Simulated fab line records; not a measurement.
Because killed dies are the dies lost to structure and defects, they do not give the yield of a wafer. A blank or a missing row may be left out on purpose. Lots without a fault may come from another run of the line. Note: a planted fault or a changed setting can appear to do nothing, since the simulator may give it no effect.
3 desks, one fault + flow n5-finfet + numbers are kept per desk, each desk with only its own; the story behind them comes last

== FROM THE METROLOGY DESK ==
What the gauges read for every lot (on any tool): the sampled wafers with a number, averaged. Any lot whose mean is over 4 standard deviations away from the usual mean is out of limits and marked OUT; that distance is given in the brackets. 7 of its 10 readings are shown, namely those furthest out on some lot.
Columns: A = DIBL_N at N5_BEOL_M4_RC_MEAS_101, usual 35.9 mV/V; B = IOFF_N at N5_BEOL_M4_RC_MEAS_101, usual 0.16 nA/um; C = ION_N at N5_BEOL_M4_RC_MEAS_101, usual 678 uA/um; D = ION_P at N5_BEOL_M4_RC_MEAS_101, usual 464 uA/um; E = SS_N at N5_BEOL_M4_RC_MEAS_101, usual 71.5 mV/dec; F = VT_N at N5_BEOL_M4_RC_MEAS_101, usual 249 mV; G = VT_P at N5_BEOL_M4_RC_MEAS_101, usual -250 mV
| lot  | first seen here | A    | B    | C   | D   | E    | F   | G    |
|------|-----------------|------|------|-----|-----|------|-----|------|
| L167 | day 8 07:40     | 38.2 | 0.21 | 695 | 474 | 71.8 | 244 | -247 |
| L170 | day 9 01:20     | 34.1 | 0.12 | 660 | 454 | 70.7 | 255 | -257 |
| L173 | day 9 16:58     | 35.6 | 0.17 | 689 | 473 | 72.0 | 246 | -251 |
| L182 | day 11 18:02    | 35.8 | 0.15 | 678 | 466 | 71.6 | 251 | -252 |
| L180 | day 11 21:42    | 35.8 | 0.19 | 686 | 463 | 72.2 | 247 | -249 |
| L181 | day 12 00:59    | 36.3 | 0.17 | 691 | 478 | 71.2 | 247 | -248 |
| L187 | day 13 06:49    | 36.0 | 0.16 | 683 | 473 | 71.5 | 248 | -246 |
| L188 | day 13 22:55    | 34.0 | 0.15 | 679 | 470 | 72.1 | 251 | -249 |
This desk's finding: nothing out of limits on any of the 8 lots.

== THE DEFECT DESK ==
For each lot, the counts of the inspections along the route, averaged over the sampled wafers that have a number. Any lot whose mean is over 4 standard deviations away from the usual mean is out of limits and marked OUT; that distance is given in the brackets.
Columns: A = raw-defect-count at N5_BEOL_M1_INSPECT_30, usual 383
| lot  | first seen here | A              |
|------|-----------------|----------------|
| L167 | day 6 15:08     | 479            |
| L170 | day 6 23:19     | 308            |
| L173 | day 7 23:19     | 393            |
| L180 | day 9 15:26     | 1527 (+14) OUT |
| L182 | day 10 01:32    | 1520 (+14) OUT |
| L181 | day 10 01:39    | 383            |
| L187 | day 11 08:20    | 388            |
| L188 | day 11 10:44    | 357            |
This desk finds L180, L182 out of limits, L180 being first, at day 9 15:26 (raw-defect-count at N5_BEOL_M1_INSPECT_30). In limits: L167, L170, L173, L181, L187, L188.

== TOOL OWNER'S DESK, rie-diel-03 ==
The tool's own readings at N5_BEOL_M1_STRIP_19 (strips in O2): means of the sampled wafers that have a number, for each lot that ran on this tool. Any lot whose mean is over 4 standard deviations away from the usual mean is out of limits and marked OUT; that distance is given in the brackets.
Columns: A = drypump-motor-current-A at N5_BEOL_M1_STRIP_19, usual 5.7 A; B = oes-product-au at N5_BEOL_M1_STRIP_19, usual 0.80 a.u.; C = rf-vpp-V at N5_BEOL_M1_STRIP_19, usual 3.7 V; D = showerhead-plenum-p-Torr at N5_BEOL_M1_STRIP_19, usual 2.08 Torr; E = throttle-valve-pct at N5_BEOL_M1_STRIP_19, usual 16.6 %
| lot  | first seen here | A   | B    | C   | D    | E    |
|------|-----------------|-----|------|-----|------|------|
| L167 | day 6 14:34     | 5.6 | 0.77 | 3.7 | 2.11 | 16.6 |
| L170 | day 6 22:43     | 5.3 | 0.78 | 3.8 | 2.07 | 16.5 |
| L180 | day 9 14:50     | 5.3 | 0.76 | 3.3 | 2.06 | 16.5 |
| L182 | day 10 00:56    | 5.4 | 0.70 | 3.5 | 2.02 | 16.8 |
This desk's finding: nothing out of limits on any of the 4 lots.

== ALL TOGETHER ==
The defect desk could have raised an alarm at day 9 15:26, on L180, L182.
Metrology desk: nothing out of limits seen.
The desk of the tool owner found nothing out of limits.
The metrology desk holds a record of L180, L182, inside its limits.
On record at the tool owner's desk: L180, L182, within its limits.
Every lot named ran N5_BEOL_M1_STRIP_19 on rie-diel-03.

== WHAT THE SIMULATOR PUT IN ==
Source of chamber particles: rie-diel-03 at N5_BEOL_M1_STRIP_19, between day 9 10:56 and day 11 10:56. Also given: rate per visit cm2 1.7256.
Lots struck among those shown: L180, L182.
Hours from the fault's start to each desk's first reading out of limits: the defect desk, 5.
